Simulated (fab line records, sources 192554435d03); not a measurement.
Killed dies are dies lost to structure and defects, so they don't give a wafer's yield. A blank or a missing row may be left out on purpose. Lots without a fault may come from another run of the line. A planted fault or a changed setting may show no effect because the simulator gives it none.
Which tool did it? | flow n5_finfet | 24 lots, 72 wafers sampled, at 6 steps of a route of 1938

WHAT THE GAUGES READ, wafer by wafer
The record holds no reading of a measuring or inspecting step that can be judged against a usual standard deviation.

WHICH TOOL RAN EACH LOT (tool, then ch and the chambers of the sampled wafers, then the start)
lot  | N5_BEOL_M4_ETCH_69                 | N5_BEOL_M4_ETCHBACK_99             | N5_BEOL_M4_DEGAS_44          | N5_BEOL_M4_SPUTTER_79        | N5_BEOL_M5_ETCH_41                            | N5_BEOL_M5_PRE_CLEAN_45
L075 | rie_diel-05 ch 2,3, day 8 23:17    | rie_diel-05 ch 2,3, day 9 05:08    | pvd_sputter-03, day 9 06:31  | pvd_sputter-01, day 9 07:49  | rie_diel-03 ch 0,2,3, day 9 16:24 or earlier  | pvd_sputter-02, day 9 16:24
L074 | rie_diel-05 ch 0,1, day 9 01:38    | rie_diel-04 ch 0,3, day 9 06:30    | pvd_sputter-03, day 9 07:17  | pvd_sputter-02, day 9 08:14  | rie_diel-06 ch 1,2, day 9 17:21 or earlier    | pvd_sputter-01, day 9 17:21
L078 | rie_diel-04 ch 0,2, day 9 02:57    | rie_diel-04 ch 1,3, day 9 09:52    | pvd_sputter-02, day 9 10:29  | pvd_sputter-01, day 9 13:03  | rie_diel-03 ch 1,2, day 9 22:52 or earlier    | pvd_sputter-01, day 9 22:52
L077 | rie_diel-04 ch 0,1, day 9 03:11    | rie_diel-02 ch 2,3, day 9 16:41    | pvd_sputter-01, day 9 17:31  | pvd_sputter-02, day 9 18:25  | rie_diel-01 ch 1,2,3, day 10 04:59 or earlier | pvd_sputter-02, day 10 04:59
L076 | rie_diel-05 ch 1,2, day 9 03:16    | rie_diel-04 ch 0,1,3, day 9 21:50  | pvd_sputter-03, day 9 22:37  | pvd_sputter-03, day 9 23:33  | rie_diel-06 ch 0,1,3, day 10 10:56 or earlier | pvd_sputter-01, day 10 10:56
L079 | rie_diel-02 ch 1,2,3, day 9 07:16  | rie_diel-02 ch 2,3, day 10 02:35   | pvd_sputter-01, day 10 03:25 | pvd_sputter-01, day 10 04:15 | rie_diel-06 ch 0,2, day 10 13:04 or earlier   | pvd_sputter-01, day 10 13:04
L080 | rie_diel-04 ch 1,3, day 9 23:49    | rie_diel-02 ch 1,2,3, day 10 05:43 | pvd_sputter-03, day 10 06:51 | pvd_sputter-03, day 10 07:49 | rie_diel-06 ch 0,2,3, day 10 16:17 or earlier | pvd_sputter-02, day 10 16:17
L081 | rie_diel-05 ch 0,1,3, day 10 00:02 | rie_diel-04 ch 1,2,3, day 10 15:50 | pvd_sputter-02, day 10 16:53 | pvd_sputter-03, day 10 18:05 | rie_diel-06 ch 0,1,3, day 11 03:29 or earlier | pvd_sputter-02, day 11 03:29
L082 | rie_diel-04 ch 0,1,2, day 10 03:28 | rie_diel-05 ch 0,1,2, day 10 15:53 | pvd_sputter-03, day 10 17:04 | pvd_sputter-01, day 10 19:49 | rie_diel-01 ch 0,3, day 11 08:43 or earlier   | pvd_sputter-03, day 11 08:43
L083 | rie_diel-04 ch 1,2,3, day 10 14:43 | rie_diel-02 ch 0,1,3, day 11 02:54 | pvd_sputter-02, day 11 03:52 | pvd_sputter-01, day 11 06:29 | rie_diel-03 ch 0,1,2, day 11 17:49 or earlier | pvd_sputter-01, day 11 17:49
L084 | rie_diel-05 ch 0,2, day 11 04:29   | rie_diel-02 ch 2,3, day 11 13:02   | pvd_sputter-02, day 11 13:49 | pvd_sputter-03, day 11 14:35 | rie_diel-06 ch 0,2, day 12 01:22 or earlier   | pvd_sputter-01, day 12 01:22
L085 | rie_diel-04 ch 1,2, day 11 05:07   | rie_diel-04 ch 0,1,3, day 11 08:33 | pvd_sputter-01, day 11 09:26 | pvd_sputter-01, day 11 11:50 | rie_diel-01 ch 0,1, day 11 20:55 or earlier   | pvd_sputter-02, day 11 20:55
L086 | rie_diel-02 ch 0,3, day 11 05:10   | rie_diel-04 ch 2,3, day 11 13:07   | pvd_sputter-02, day 11 13:59 | pvd_sputter-02, day 11 14:51 | rie_diel-03 ch 2,3, day 12 00:44 or earlier   | pvd_sputter-01, day 12 00:44
L087 | rie_diel-05 ch 0,2,3, day 11 05:22 | rie_diel-02 ch 0,2,3, day 12 01:15 | pvd_sputter-02, day 12 02:19 | pvd_sputter-02, day 12 05:08 | rie_diel-01 ch 0,1, day 12 15:40 or earlier   | pvd_sputter-02, day 12 15:40
L088 | rie_diel-04 ch 1,2,3, day 11 18:59 | rie_diel-02 ch 0,2,3, day 12 09:40 | pvd_sputter-03, day 12 11:13 | pvd_sputter-02, day 12 12:55 | rie_diel-06 ch 0,1,3, day 12 23:17 or earlier | pvd_sputter-02, day 12 23:17
L089 | rie_diel-04 ch 0,1,3, day 11 21:59 | rie_diel-04 ch 0,1,3, day 12 15:04 | pvd_sputter-02, day 12 15:52 | pvd_sputter-02, day 12 16:50 | rie_diel-01 ch 1,2, day 13 05:20 or earlier   | pvd_sputter-03, day 13 05:20
L090 | rie_diel-04 ch 0,2,3, day 12 02:49 | rie_diel-04 ch 0,1,2, day 12 22:53 | pvd_sputter-02, day 12 23:29 | pvd_sputter-02, day 13 00:22 | rie_diel-01 ch 1,2,3, day 13 09:13 or earlier | pvd_sputter-03, day 13 09:13
L091 | rie_diel-04 ch 1,2,3, day 12 13:17 | rie_diel-02 ch 0,1,2, day 12 23:23 | pvd_sputter-01, day 13 00:01 | pvd_sputter-02, day 13 02:30 | rie_diel-01 ch 0,1,2, day 13 12:09 or earlier | pvd_sputter-02, day 13 12:09
L093 | rie_diel-04 ch 0,1,2, day 13 01:03 | rie_diel-05 ch 1,2,3, day 13 04:12 | pvd_sputter-01, day 13 05:07 | pvd_sputter-01, day 13 06:01 | rie_diel-01 ch 0,1,3, day 13 17:08 or earlier | pvd_sputter-02, day 13 17:08
L092 | rie_diel-04 ch 1,2, day 13 01:40   | rie_diel-04 ch 0,1,2, day 13 07:32 | pvd_sputter-03, day 13 08:23 | pvd_sputter-01, day 13 09:23 | rie_diel-01 ch 0,2, day 13 18:56 or earlier   | pvd_sputter-01, day 13 18:56
L094 | rie_diel-05 ch 0,1, day 13 10:20   | rie_diel-02 ch 2,3, day 13 23:43   | pvd_sputter-02, day 14 01:11 | pvd_sputter-01, day 14 02:13 | rie_diel-06 ch 1,2, day 14 13:10 or earlier   | pvd_sputter-01, day 14 13:10
L096 | rie_diel-02 ch 1,2, day 14 00:29   | rie_diel-02 ch 1,2, day 14 01:47   | pvd_sputter-02, day 14 02:41 | pvd_sputter-01, day 14 04:04 | rie_diel-06 ch 1,2,3, day 14 13:23 or earlier | pvd_sputter-03, day 14 13:23
L095 | rie_diel-05 ch 1,3, day 14 03:47   | rie_diel-04 ch 1,2, day 14 09:43   | pvd_sputter-03, day 14 10:41 | pvd_sputter-03, day 14 11:31 | rie_diel-01 ch 0,1, day 14 22:47 or earlier   | pvd_sputter-03, day 14 22:47
L097 | rie_diel-04 ch 0,1,3, day 14 07:54 | rie_diel-04 ch 0,3, day 14 10:53   | pvd_sputter-02, day 14 12:20 | pvd_sputter-02, day 14 13:13 | rie_diel-06 ch 2,3, day 14 23:13 or earlier   | pvd_sputter-03, day 14 23:13
- N5_BEOL_M4_ETCH_69: etches SiARC in CF4, target depth 15.6 nm, time 26 s.
- N5_BEOL_M4_ETCHBACK_99: etches SiO2 in CHF3, target depth 5 nm, time 10.4 s.
- N5_BEOL_M4_DEGAS_44: time 60 s.
- N5_BEOL_M4_SPUTTER_79: material Cu, target thk 4.5 nm, time 8.29 s.
- N5_BEOL_M5_ETCH_41: etches SiCN in CH3F/O2, target depth 31.5 nm, time 56.7 s.
- N5_BEOL_M5_PRE_CLEAN_45: time 30 s.

WHAT THE TOOLS THEMSELVES READ (means of the sampled wafers that have a number; where no wafer has one, the mark that the record gives instead)
N5_BEOL_M4_ETCH_69. Usual: cf4_flow_sccm 99.9 sccm, standard deviation 0.3; drypump_motor_current_A 5.7 A, standard deviation 0.38; etch_rf_on_time_s 26.6 s, standard deviation 0.74; oes_product_au 0.62 a.u., standard deviation 0.061; rf_vpp_V 184.0 V, standard deviation 1.3; showerhead_plenum_p_Torr 2.14 Torr, standard deviation 0.075; throttle_valve_pct 15.73 %, standard deviation 0.28.
lot  | tool        | cf4_flow_sccm (sccm) | drypump_motor_current_A (A) | etch_rf_on_time_s (s) | oes_product_au (a.u.) | rf_vpp_V (V) | showerhead_plenum_p_Torr (Torr) | throttle_valve_pct (%) | flag
L075 | rie_diel-05 | 99.9                 | 5.9                         | 26.3                  | 0.63                  | 184.7        | 2.16                            | 15.66                  |
L074 | rie_diel-05 | 99.7                 | 6.2                         | 27.5                  | 0.57                  | 182.5        | 2.06                            | 15.92                  |
L078 | rie_diel-04 | 100.0                | 5.7                         | 26.4                  | 0.65                  | 183.0        | 2.07                            | 15.39                  |
L077 | rie_diel-04 | 99.5                 | 5.5                         | 26.7                  | 0.64                  | 184.3        | 2.13                            | 15.57                  |
L076 | rie_diel-05 | 99.8                 | 5.8                         | 26.4                  | 0.60                  | 184.0        | 2.14                            | 15.63                  |
L079 | rie_diel-02 | 100.0                | 5.7                         | 26.1                  | 0.63                  | 184.7        | 2.19                            | 15.70                  |
L080 | rie_diel-04 | 100.1                | 5.4                         | 27.4                  | 0.58                  | 184.5        | 2.21                            | 16.07                  |
L081 | rie_diel-05 | 100.1                | 6.1                         | 26.9                  | 0.59                  | 182.6        | 2.09                            | 15.89                  |
L082 | rie_diel-04 | 99.5                 | 5.6                         | 26.7                  | 0.62                  | 184.8        | 2.11                            | 15.65                  |
L083 | rie_diel-04 | 99.9                 | 5.7                         | 26.6                  | 0.60                  | 184.1        | 2.15                            | 15.89                  |
L084 | rie_diel-05 | 99.9                 | 5.6                         | 26.5                  | 0.59                  | 185.5        | 2.17                            | 15.71                  |
L085 | rie_diel-04 | 99.5                 | 5.8                         | 26.9                  | 0.61                  | 183.3        | 2.09                            | 15.71                  |
L086 | rie_diel-02 | 100.0                | 5.2                         | 25.3                  | 0.67                  | 184.3        | 2.17                            | 15.56                  |
L087 | rie_diel-05 | 99.9                 | 5.7                         | 26.7                  | 0.60                  | 183.8        | 2.15                            | 15.79                  |
L088 | rie_diel-04 | 99.8                 | 5.7                         | 26.6                  | 0.59                  | 184.4        | 2.14                            | 15.91                  |
L089 | rie_diel-04 | 100.3                | 5.5                         | 26.8                  | 0.60                  | 184.3        | 2.16                            | 15.86                  |
L090 | rie_diel-04 | 99.7                 | 5.8                         | 26.5                  | 0.61                  | 183.1        | 2.10                            | 15.67                  |
L091 | rie_diel-04 | 99.7                 | 5.7                         | 26.9                  | 0.59                  | 183.4        | 2.14                            | 15.92                  |
L093 | rie_diel-04 | 99.8                 | 5.6                         | 26.7                  | 0.61                  | 183.0        | 2.10                            | 15.69                  |
L092 | rie_diel-04 | 99.9                 | 5.8                         | 26.4                  | 0.60                  | 183.0        | 2.09                            | 15.76                  |
L094 | rie_diel-05 | 99.9                 | 5.9                         | 27.0                  | 0.64                  | 184.3        | 2.16                            | 15.87                  |
L096 | rie_diel-02 | 99.8                 | 6.0                         | 26.9                  | 0.60                  | 185.2        | 2.20                            | 15.80                  |
L095 | rie_diel-05 | 99.7                 | 6.4                         | 25.8                  | 0.72                  | 184.8        | 2.22                            | 15.59                  |
L097 | rie_diel-04 | 99.8                 | 5.6                         | 26.6                  | 0.74                  | 185.2        | 2.15                            | 15.59                  |

N5_BEOL_M4_ETCHBACK_99. Usual: drypump_motor_current_A 5.7 A, standard deviation 0.44; oes_product_au 0.75 a.u., standard deviation 0.085; rf_vpp_V 242 V, standard deviation 4.9; showerhead_plenum_p_Torr 2.17 Torr, standard deviation 0.082; throttle_valve_pct 17.13 %, standard deviation 0.27.
lot  | tool        | drypump_motor_current_A (A) | oes_product_au (a.u.) | rf_vpp_V (V) | showerhead_plenum_p_Torr (Torr) | throttle_valve_pct (%) | flag
L075 | rie_diel-05 | 5.7                         | 0.72                  | 242          | 2.19                            | 16.98                  |
L074 | rie_diel-04 | 5.6                         | 0.76                  | 236          | 2.13                            | 16.97                  |
L078 | rie_diel-04 | 5.4                         | 0.69                  | 242          | 2.23                            | 17.52                  |
L077 | rie_diel-02 | 5.9                         | 0.79                  | 248          | 2.22                            | 17.03                  |
L076 | rie_diel-04 | 5.5                         | 0.72                  | 240          | 2.18                            | 17.25                  |
L079 | rie_diel-02 | 5.9                         | 0.79                  | 247          | 2.22                            | 17.04                  |
L080 | rie_diel-02 | 5.7                         | 0.74                  | 245          | 2.20                            | 17.11                  |
L081 | rie_diel-04 | 5.7                         | 0.70                  | 241          | 2.16                            | 17.36                  |
L082 | rie_diel-05 | 5.9                         | 0.68                  | 244          | 2.12                            | 17.26                  |
L083 | rie_diel-02 | 5.5                         | 0.78                  | 243          | 2.20                            | 17.01                  |
L084 | rie_diel-02 | 5.9                         | 0.77                  | 247          | 2.21                            | 17.06                  |
L085 | rie_diel-04 | 5.6                         | 0.71                  | 239          | 2.17                            | 17.27                  |
L086 | rie_diel-04 | 5.8                         | 0.69                  | 240          | 2.16                            | 17.36                  |
L087 | rie_diel-02 | 5.7                         | 0.81                  | 247          | 2.22                            | 16.95                  |
L088 | rie_diel-02 | 5.7                         | 0.81                  | 247          | 2.22                            | 16.95                  |
L089 | rie_diel-04 | 5.5                         | 0.70                  | 239          | 2.17                            | 17.29                  |
L090 | rie_diel-04 | 5.6                         | 0.71                  | 237          | 2.11                            | 17.15                  |
L091 | rie_diel-02 | 6.0                         | 0.79                  | 244          | 2.25                            | 17.02                  |
L093 | rie_diel-05 | 6.1                         | 0.78                  | 243          | 2.21                            | 17.07                  |
L092 | rie_diel-04 | 5.6                         | 0.71                  | 238          | 2.11                            | 17.16                  |
L094 | rie_diel-02 | 5.9                         | 0.86                  | 247          | 2.21                            | 16.93                  |
L096 | rie_diel-02 | 6.2                         | 0.74                  | 245          | 2.24                            | 17.16                  |
L095 | rie_diel-04 | 5.6                         | 0.86                  | 241          | 2.16                            | 17.18                  |
L097 | rie_diel-04 | 5.7                         | 0.80                  | 235          | 2.11                            | 16.92                  |

N5_BEOL_M4_DEGAS_44. Usual: heater_power_w 343 W, standard deviation 34.
lot  | tool           | heater_power_w (W) | flag
L075 | pvd_sputter-03 | 338                |
L074 | pvd_sputter-03 | 373                |
L078 | pvd_sputter-02 | 338                |
L077 | pvd_sputter-01 | 339                |
L076 | pvd_sputter-03 | 344                |
L079 | pvd_sputter-01 | 340                |
L080 | pvd_sputter-03 | 328                |
L081 | pvd_sputter-02 | 338                |
L082 | pvd_sputter-03 | 298                |
L083 | pvd_sputter-02 | 346                |
L084 | pvd_sputter-02 | 350                |
L085 | pvd_sputter-01 | 342                |
L086 | pvd_sputter-02 | 326                |
L087 | pvd_sputter-02 | 371                |
L088 | pvd_sputter-03 | 330                |
L089 | pvd_sputter-02 | 355                |
L090 | pvd_sputter-02 | 341                |
L091 | pvd_sputter-01 | 330                |
L093 | pvd_sputter-01 | 337                |
L092 | pvd_sputter-03 | 348                |
L094 | pvd_sputter-02 | 370                |
L096 | pvd_sputter-02 | 371                |
L095 | pvd_sputter-03 | 340                |
L097 | pvd_sputter-02 | 390                |

N5_BEOL_M4_SPUTTER_79. Usual: throttle_valve_pct 30.2 %, standard deviation 1.
lot  | tool           | throttle_valve_pct (%) | flag
L075 | pvd_sputter-01 | 29.3                   |
L074 | pvd_sputter-02 | 29.9                   |
L078 | pvd_sputter-01 | 29.1                   |
L077 | pvd_sputter-02 | 31.3                   |
L076 | pvd_sputter-03 | 29.9                   |
L079 | pvd_sputter-01 | 29.5                   |
L080 | pvd_sputter-03 | 30.8                   |
L081 | pvd_sputter-03 | 31.4                   |
L082 | pvd_sputter-01 | 28.7                   |
L083 | pvd_sputter-01 | 30.3                   |
L084 | pvd_sputter-03 | 31.1                   |
L085 | pvd_sputter-01 | 30.3                   |
L086 | pvd_sputter-02 | 30.6                   |
L087 | pvd_sputter-02 | 29.9                   |
L088 | pvd_sputter-02 | 29.9                   |
L089 | pvd_sputter-02 | 30.5                   |
L090 | pvd_sputter-02 | 31.2                   |
L091 | pvd_sputter-02 | 30.8                   |
L093 | pvd_sputter-01 | 29.6                   |
L092 | pvd_sputter-01 | 29.4                   |
L094 | pvd_sputter-01 | 29.8                   |
L096 | pvd_sputter-01 | 30.3                   |
L095 | pvd_sputter-03 | 30.7                   |
L097 | pvd_sputter-02 | 30.4                   |

N5_BEOL_M5_ETCH_41. Usual: drypump_motor_current_A 5.8 A, standard deviation 0.5; oes_product_au 0.78 a.u., standard deviation 0.074; rf_vpp_V 297.4 V, standard deviation 1.4; showerhead_plenum_p_Torr 2.00 Torr, standard deviation 0.063; throttle_valve_pct 16.31 %, standard deviation 0.26.
lot  | tool        | drypump_motor_current_A (A) | oes_product_au (a.u.) | rf_vpp_V (V) | showerhead_plenum_p_Torr (Torr) | throttle_valve_pct (%) | flag
L075 | rie_diel-03 | 5.1                         | 0.82                  | 297.8        | 1.99                            | 16.26                  |
L074 | rie_diel-06 | 5.7                         | 0.80                  | 297.9        | 2.08                            | 16.41                  |
L078 | rie_diel-03 | 5.0                         | 0.81                  | 296.3        | 1.96                            | 16.43                  |
L077 | rie_diel-01 | 6.0                         | 0.78                  | 297.1        | 1.98                            | 16.29                  |
L076 | rie_diel-06 | 5.9                         | 0.84                  | 297.9        | 2.03                            | 16.14                  |
L079 | rie_diel-06 | 6.4                         | 0.84                  | 298.6        | 2.05                            | 15.94                  |
L080 | rie_diel-06 | 6.2                         | 0.78                  | 297.7        | 2.04                            | 16.13                  |
L081 | rie_diel-06 | 5.9                         | 0.84                  | 298.0        | 2.03                            | 16.14                  |
L082 | rie_diel-01 | 6.1                         | 0.74                  | 297.6        | 1.97                            | 16.34                  |
L083 | rie_diel-03 | 5.2                         | 0.81                  | 297.6        | 1.99                            | 16.34                  |
L084 | rie_diel-06 | 6.2                         | 0.77                  | 298.8        | 2.07                            | 16.19                  |
L085 | rie_diel-01 | 5.9                         | 0.70                  | 296.4        | 1.93                            | 16.55                  |
L086 | rie_diel-03 | 5.0                         | 0.77                  | 297.5        | 1.99                            | 16.34                  |
L087 | rie_diel-01 | 6.0                         | 0.69                  | 296.7        | 1.96                            | 16.55                  |
L088 | rie_diel-06 | 5.9                         | 0.82                  | 298.0        | 2.02                            | 16.16                  |
L089 | rie_diel-01 | 5.8                         | 0.73                  | 297.2        | 2.03                            | 16.48                  |
L090 | rie_diel-01 | 6.0                         | 0.75                  | 296.0        | 1.97                            | 16.33                  |
L091 | rie_diel-01 | 5.9                         | 0.71                  | 296.7        | 1.99                            | 16.52                  |
L093 | rie_diel-01 | 6.0                         | 0.73                  | 296.1        | 1.94                            | 16.38                  |
L092 | rie_diel-01 | 5.9                         | 0.73                  | 298.4        | 2.05                            | 16.49                  |
L094 | rie_diel-06 | 5.5                         | 0.81                  | 298.9        | 2.06                            | 16.49                  |
L096 | rie_diel-06 | 5.7                         | 0.76                  | 298.6        | 2.04                            | 16.42                  |
L095 | rie_diel-01 | 5.9                         | 0.68                  | 296.0        | 1.92                            | 16.59                  |
L097 | rie_diel-06 | 6.0                         | 0.70                  | 298.0        | 2.05                            | 16.40                  |

N5_BEOL_M5_PRE_CLEAN_45. Usual: heater_power_w 342 W, standard deviation 34.
lot  | tool           | heater_power_w (W) | flag
L075 | pvd_sputter-02 | 337                |
L074 | pvd_sputter-01 | 330                |
L078 | pvd_sputter-01 | 353                |
L077 | pvd_sputter-02 | 348                |
L076 | pvd_sputter-01 | 319                |
L079 | pvd_sputter-01 | 332                |
L080 | pvd_sputter-02 | 355                |
L081 | pvd_sputter-02 | 354                |
L082 | pvd_sputter-03 | 326                |
L083 | pvd_sputter-01 | 336                |
L084 | pvd_sputter-01 | 322                |
L085 | pvd_sputter-02 | 352                |
L086 | pvd_sputter-01 | 334                |
L087 | pvd_sputter-02 | 339                |
L088 | pvd_sputter-02 | 356                |
L089 | pvd_sputter-03 | 334                |
L090 | pvd_sputter-03 | 329                |
L091 | pvd_sputter-02 | 338                |
L093 | pvd_sputter-02 | 356                |
L092 | pvd_sputter-01 | 351                |
L094 | pvd_sputter-01 | 333                |
L096 | pvd_sputter-03 | 329                |
L095 | pvd_sputter-03 | 346                |
L097 | pvd_sputter-03 | 355                |

THE ANSWER, worked out from the rows above alone
Rule: a lot is off if the mean of its wafers that have a number lies more than 3 standard deviations from the usual mean. A lot without any number at a reading at which 4 lots or more have one is off too. The other lots that the step has rows for count as sound. The gauges are gone through in route order, then the tools' own readings, and for those a lot's mean is taken as printed above. The first step at which some lot is off is used, and at that step the reading that is off furthest; a lot without a number counts as furthest.
No lot is off at any reading shown: from this, nothing can be told.

WHAT THE SIMULATOR HAD PUT IN
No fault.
